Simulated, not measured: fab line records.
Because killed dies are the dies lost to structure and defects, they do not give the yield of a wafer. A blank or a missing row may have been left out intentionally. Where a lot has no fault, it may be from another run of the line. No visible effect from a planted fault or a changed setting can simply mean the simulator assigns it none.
Which tool is to blame? :: flow n5 finfet :: 27 wafers from 9 lots sampled at 6 of the route's 1938 steps

== WHAT THE GAUGES SHOWED, per wafer ==
N5_WELL_APT_CD_MEAS_08 targets a cd of 200 nm. Usual: cd nm reads 199.6 nm (standard deviation 2.3).
lot: L528
measured: day 2 20:00
on: cd sem-02
cd nm (nm): 201.9 204.7 198.7
flag: 

lot: L529
measured: day 3 02:00
on: cd sem-02
cd nm (nm): 200.5 199.5 198.1
flag: 

lot: L533
measured: day 4 01:49
on: cd sem-02
cd nm (nm): - - -
flag: OFF

lot: L534
measured: day 4 07:41
on: cd sem-02
cd nm (nm): - - -
flag: OFF

lot: L535
measured: day 4 13:34
on: cd sem-02
cd nm (nm): - - -
flag: OFF

lot: L541
measured: day 6 01:49
on: cd sem-01
cd nm (nm): 198.5 199.7 202.1
flag: 

lot: L542
measured: day 6 08:17
on: cd sem-02
cd nm (nm): 199.7 200.6 199.5
flag: 

lot: L544
measured: day 6 19:41
on: cd sem-01
cd nm (nm): 202.7 201.0 201.3
flag: 

lot: L545
measured: day 7 01:37
on: cd sem-01
cd nm (nm): 199.9 197.4 200.9
flag: 

N5_BEOL_M4_RC_MEAS_101. Usual: DIBL_N 36.1 mV/V, standard deviation 2.3; DIBL_P 36 mV/V, standard deviation 3.2; IOFF_N 0.16 nA/um, standard deviation 0.045; IOFF_P 0.21 nA/um, standard deviation 0.049; ION_N 674 uA/um, standard deviation 14; ION_P 462 uA/um, standard deviation 8.4; SS_N 71.6 mV/dec, standard deviation 0.83; SS_P 73.2 mV/dec, standard deviation 0.87; VT_N 249 mV, standard deviation 3.8; VT_P -250 mV, standard deviation 3.4.
lot: L528
measured: day 13 01:20
on: prober-02
DIBL_N (mV/V): 37.0 38.4 36.7
DIBL_P (mV/V): 38 39 37
IOFF_N (nA/um): 0.19 0.20 0.19
IOFF_P (nA/um): 0.25 0.25 0.23
ION_N (uA/um): 671 679 683
ION_P (uA/um): 455 465 464
SS_N (mV/dec): 72.0 72.7 72.6
SS_P (mV/dec): 73.9 74.4 73.6
VT_N (mV): 246 249 250
VT_P (mV): -247 -249 -249
flag: 

lot: L529
measured: day 12 13:42
on: prober-02
DIBL_N (mV/V): 35.9 31.9 35.3
DIBL_P (mV/V): 36 31 34
IOFF_N (nA/um): 0.16 0.10 0.16
IOFF_P (nA/um): 0.18 0.13 0.17
ION_N (uA/um): 671 663 670
ION_P (uA/um): 449 451 453
SS_N (mV/dec): 71.5 69.7 70.8
SS_P (mV/dec): 74.0 72.0 72.7
VT_N (mV): 248 252 246
VT_P (mV): -250 -256 -255
flag: 

lot: L541
measured: day 15 19:40
on: prober-02
DIBL_N (mV/V): 36.0 34.3 38.8
DIBL_P (mV/V): 35 33 39
IOFF_N (nA/um): 0.16 0.15 0.24
IOFF_P (nA/um): 0.22 0.20 0.29
ION_N (uA/um): 669 670 688
ION_P (uA/um): 460 459 464
SS_N (mV/dec): 71.3 71.2 72.0
SS_P (mV/dec): 72.8 72.3 73.4
VT_N (mV): 248 248 243
VT_P (mV): -247 -248 -247
flag: 

lot: L542
measured: day 17 04:29
on: prober-01
DIBL_N (mV/V): 35.1 36.6 35.3
DIBL_P (mV/V): 37 38 37
IOFF_N (nA/um): 0.15 0.19 0.15
IOFF_P (nA/um): 0.23 0.23 0.21
ION_N (uA/um): 659 682 665
ION_P (uA/um): 460 457 454
SS_N (mV/dec): 71.3 72.4 71.9
SS_P (mV/dec): 73.8 73.2 73.4
VT_N (mV): 250 248 252
VT_P (mV): -250 -250 -250
flag: 

lot: L544
measured: day 17 04:50
on: prober-02
DIBL_N (mV/V): 40.9 40.3 39.2
DIBL_P (mV/V): 44 43 41
IOFF_N (nA/um): 0.28 0.30 0.26
IOFF_P (nA/um): 0.38 0.36 0.31
ION_N (uA/um): 686 695 685
ION_P (uA/um): 469 472 464
SS_N (mV/dec): 73.0 72.4 72.8
SS_P (mV/dec): 75.4 74.8 75.0
VT_N (mV): 241 239 243
VT_P (mV): -241 -240 -243
flag: 

lot: L545
measured: day 16 04:26
on: prober-02
DIBL_N (mV/V): 39.9 36.0 35.4
DIBL_P (mV/V): 39 34 33
IOFF_N (nA/um): 0.22 0.14 0.13
IOFF_P (nA/um): 0.24 0.17 0.17
ION_N (uA/um): 707 661 670
ION_P (uA/um): 474 450 460
SS_N (mV/dec): 72.3 70.8 70.4
SS_P (mV/dec): 74.2 73.0 72.0
VT_N (mV): 244 250 251
VT_P (mV): -250 -252 -248
flag: 

== WHICH TOOL RAN EACH LOT (tool, then ch and the chambers of the sampled wafers, then the start) ==
lot: L528
N5_WELL_APT_EXPOSE_05: krf scanner-01 ch 0, day 2 19:50
N5_PMOS_HMC_CHANNEL_EPI_FIN_RECESS_16: rie si-05 ch 0,1,3, day 3 00:00
N5_FIN_SAQP_ALD_61: ald sin-02 ch 1,2,3, day 3 02:33
N5_FIN_SAQP_DESCUM_21: rie diel-01 ch 0,1,2, day 3 03:50

lot: L529
N5_WELL_APT_EXPOSE_05: krf scanner-02 ch 0, day 3 01:50
N5_PMOS_HMC_CHANNEL_EPI_FIN_RECESS_16: rie si-04 ch 1,3, day 3 06:10
N5_FIN_SAQP_ALD_61: ald sin-03 ch 0,3, day 3 08:35
N5_FIN_SAQP_DESCUM_21: rie diel-01 ch 1,2, day 3 09:52

lot: L533
N5_WELL_APT_EXPOSE_05: krf scanner-02, day 4 01:38
N5_PMOS_HMC_CHANNEL_EPI_FIN_RECESS_16: -
N5_FIN_SAQP_ALD_61: -
N5_FIN_SAQP_DESCUM_21: -

lot: L534
N5_WELL_APT_EXPOSE_05: krf scanner-01, day 4 07:31
N5_PMOS_HMC_CHANNEL_EPI_FIN_RECESS_16: -
N5_FIN_SAQP_ALD_61: -
N5_FIN_SAQP_DESCUM_21: -

lot: L535
N5_WELL_APT_EXPOSE_05: krf scanner-01, day 4 13:23
N5_PMOS_HMC_CHANNEL_EPI_FIN_RECESS_16: -
N5_FIN_SAQP_ALD_61: -
N5_FIN_SAQP_DESCUM_21: -

lot: L541
N5_WELL_APT_EXPOSE_05: krf scanner-02 ch 0, day 6 01:38
N5_PMOS_HMC_CHANNEL_EPI_FIN_RECESS_16: rie si-02 ch 1,2,3, day 6 05:47
N5_FIN_SAQP_ALD_61: ald sin-02 ch 0,3, day 6 08:38
N5_FIN_SAQP_DESCUM_21: rie diel-01 ch 0,2,3, day 6 10:31

lot: L542
N5_WELL_APT_EXPOSE_05: krf scanner-01 ch 0, day 6 08:07
N5_PMOS_HMC_CHANNEL_EPI_FIN_RECESS_16: rie si-05 ch 0,3, day 6 12:16
N5_FIN_SAQP_ALD_61: ald sin-02 ch 1,3, day 6 14:52
N5_FIN_SAQP_DESCUM_21: rie diel-01 ch 1,3, day 6 16:02

lot: L544
N5_WELL_APT_EXPOSE_05: krf scanner-02 ch 0, day 6 19:31
N5_PMOS_HMC_CHANNEL_EPI_FIN_RECESS_16: rie si-02 ch 2,3, day 7 00:07
N5_FIN_SAQP_ALD_61: ald sin-02 ch 1,2,3, day 7 02:59
N5_FIN_SAQP_DESCUM_21: rie diel-03 ch 0,2, day 7 04:24

lot: L545
N5_WELL_APT_EXPOSE_05: krf scanner-02 ch 0, day 7 01:27
N5_PMOS_HMC_CHANNEL_EPI_FIN_RECESS_16: rie si-02 ch 0,1,3, day 7 05:35
N5_FIN_SAQP_ALD_61: ald sin-02 ch 0,1,2, day 7 08:01
N5_FIN_SAQP_DESCUM_21: rie diel-03 ch 0,2, day 7 09:16
- N5_WELL_APT_EXPOSE_05: exposes mask NWELL, defocus 0 nm, target cd 200 nm.
- N5_PMOS_HMC_CHANNEL_EPI_FIN_RECESS_16: chemistry HBr/Cl2, target Si, target depth 54 nm, time 18 s.
- N5_FIN_SAQP_ALD_61: deposits SiO2, target thk 4 nm, pulse time 1 s, purge time 2 s.
- N5_FIN_SAQP_DESCUM_21: chemistry O2, time 7.9 s.

== AS READ BY THE TOOLS THEMSELVES (means over the sampled wafers that have a number; for cases with no such wafer, the mark the record gives instead) ==
N5_WELL_APT_EXPOSE_05. Usual: exposure dose mJ cm2 20.294, standard deviation 0.02; focus offset nm -0.1 nm, standard deviation 0.48.
lot: L528
tool: krf scanner-01
exposure dose mJ cm2: 20.302
focus offset nm (nm): -0.4
flag: 

lot: L529
tool: krf scanner-02
exposure dose mJ cm2: 20.283
focus offset nm (nm): -0.7
flag: 

lot: L533
tool: krf scanner-02
exposure dose mJ cm2: -
focus offset nm (nm): -
flag: OFF

lot: L534
tool: krf scanner-01
exposure dose mJ cm2: -
focus offset nm (nm): -
flag: OFF

lot: L535
tool: krf scanner-01
exposure dose mJ cm2: -
focus offset nm (nm): -
flag: OFF

lot: L541
tool: krf scanner-02
exposure dose mJ cm2: 20.295
focus offset nm (nm): -0.4
flag: 

lot: L542
tool: krf scanner-01
exposure dose mJ cm2: 20.274
focus offset nm (nm): 0.1
flag: 

lot: L544
tool: krf scanner-02
exposure dose mJ cm2: 20.306
focus offset nm (nm): 0.2
flag: 

lot: L545
tool: krf scanner-02
exposure dose mJ cm2: 20.314
focus offset nm (nm): 0.0
flag: 

N5_PMOS_HMC_CHANNEL_EPI_FIN_RECESS_16. Usual: drypump motor current A 5.8 A, standard deviation 0.52; oes product au 0.994 a.u., standard deviation 0.02; rf fwd power W 796.2 W, standard deviation 2.8; throttle valve pct 35.57 %, standard deviation 0.29.
lot: L528
tool: rie si-05
drypump motor current A (A): 5.1
oes product au (a.u.): 0.977
rf fwd power W (W): 794.3
throttle valve pct (%): 35.53
flag: 

lot: L529
tool: rie si-04
drypump motor current A (A): 5.3
oes product au (a.u.): 1.001
rf fwd power W (W): 798.2
throttle valve pct (%): 35.53
flag: 

lot: L541
tool: rie si-02
drypump motor current A (A): 6.3
oes product au (a.u.): 1.004
rf fwd power W (W): 796.2
throttle valve pct (%): 35.45
flag: 

lot: L542
tool: rie si-05
drypump motor current A (A): 5.3
oes product au (a.u.): 0.993
rf fwd power W (W): 796.0
throttle valve pct (%): 35.70
flag: 

lot: L544
tool: rie si-02
drypump motor current A (A): 6.5
oes product au (a.u.): 1.001
rf fwd power W (W): 795.2
throttle valve pct (%): 35.12
flag: 

lot: L545
tool: rie si-02
drypump motor current A (A): 6.2
oes product au (a.u.): 1.001
rf fwd power W (W): 796.4
throttle valve pct (%): 35.49
flag: 

N5_FIN_SAQP_ALD_61. Usual: heater power w 472 W, standard deviation 53; precursor pulse height rel 1.003, standard deviation 0.021.
lot: L528
tool: ald sin-02
heater power w (W): 451
precursor pulse height rel: 1.010
flag: 

lot: L529
tool: ald sin-03
heater power w (W): 528
precursor pulse height rel: 1.032
flag: 

lot: L541
tool: ald sin-02
heater power w (W): 419
precursor pulse height rel: 0.993
flag: 

lot: L542
tool: ald sin-02
heater power w (W): 437
precursor pulse height rel: 1.005
flag: 

lot: L544
tool: ald sin-02
heater power w (W): 435
precursor pulse height rel: 0.999
flag: 

lot: L545
tool: ald sin-02
heater power w (W): 402
precursor pulse height rel: 0.981
flag: 

N5_FIN_SAQP_DESCUM_21. Usual: drypump motor current A 5.67 A, standard deviation 0.19; oes product au 0.77 a.u., standard deviation 0.073; rf fwd power W 49.49 W, standard deviation 0.22; rf vpp V 243.4 V, standard deviation 1.4; showerhead plenum p Torr 2.10 Torr, standard deviation 0.065; throttle valve pct 20.48 %, standard deviation 0.27.
lot: L528
tool: rie diel-01
drypump motor current A (A): 5.65
oes product au (a.u.): 0.86
rf fwd power W (W): 49.51
rf vpp V (V): 243.5
showerhead plenum p Torr (Torr): 2.11
throttle valve pct (%): 20.39
flag: 

lot: L529
tool: rie diel-01
drypump motor current A (A): 5.58
oes product au (a.u.): 0.86
rf fwd power W (W): 49.69
rf vpp V (V): 245.1
showerhead plenum p Torr (Torr): 2.16
throttle valve pct (%): 20.39
flag: 

lot: L541
tool: rie diel-01
drypump motor current A (A): 5.76
oes product au (a.u.): 0.76
rf fwd power W (W): 49.38
rf vpp V (V): 242.7
showerhead plenum p Torr (Torr): 2.05
throttle valve pct (%): 20.40
flag: 

lot: L542
tool: rie diel-01
drypump motor current A (A): 5.67
oes product au (a.u.): 0.81
rf fwd power W (W): 49.66
rf vpp V (V): 244.5
showerhead plenum p Torr (Torr): 2.14
throttle valve pct (%): 20.24
flag: 

lot: L544
tool: rie diel-03
drypump motor current A (A): 5.81
oes product au (a.u.): 0.74
rf fwd power W (W): 49.60
rf vpp V (V): 244.5
showerhead plenum p Torr (Torr): 2.14
throttle valve pct (%): 20.44
flag: 

lot: L545
tool: rie diel-03
drypump motor current A (A): 5.66
oes product au (a.u.): 0.72
rf fwd power W (W): 49.37
rf vpp V (V): 242.5
showerhead plenum p Torr (Torr): 2.12
throttle valve pct (%): 20.51
flag: 

== THE ANSWER, worked out from the rows above alone ==
Rule: lot off if the mean of its wafers having a number is beyond 3 standard deviations from the usual mean. A lot without any number at a reading at which 4 lots or more have one is off too. The other lots that the step has rows for count as sound. After the gauges, taken in route order, come the tools' own readings; for these a lot's mean is taken, as printed above. The first step at which some lot is off is used, and at that step the reading that is off furthest; a lot without a number counts as furthest.
Off, at N5_WELL_APT_CD_MEAS_08 on cd nm: L533, L534, L535. Without a number there: L533, L534, L535.
A tool fits if, at a process step before that reading, it ran every lot that is off, and no sound lot after the first of them. Not tried: the gauges at N5_WELL_APT_CD_MEAS_08; whatever is off there is also off at N5_WELL_APT_EXPOSE_05, on other tools, and gauge error can't account for it. No candidate that was tried fits.

== WHAT THE SIMULATOR HAD PUT IN ==
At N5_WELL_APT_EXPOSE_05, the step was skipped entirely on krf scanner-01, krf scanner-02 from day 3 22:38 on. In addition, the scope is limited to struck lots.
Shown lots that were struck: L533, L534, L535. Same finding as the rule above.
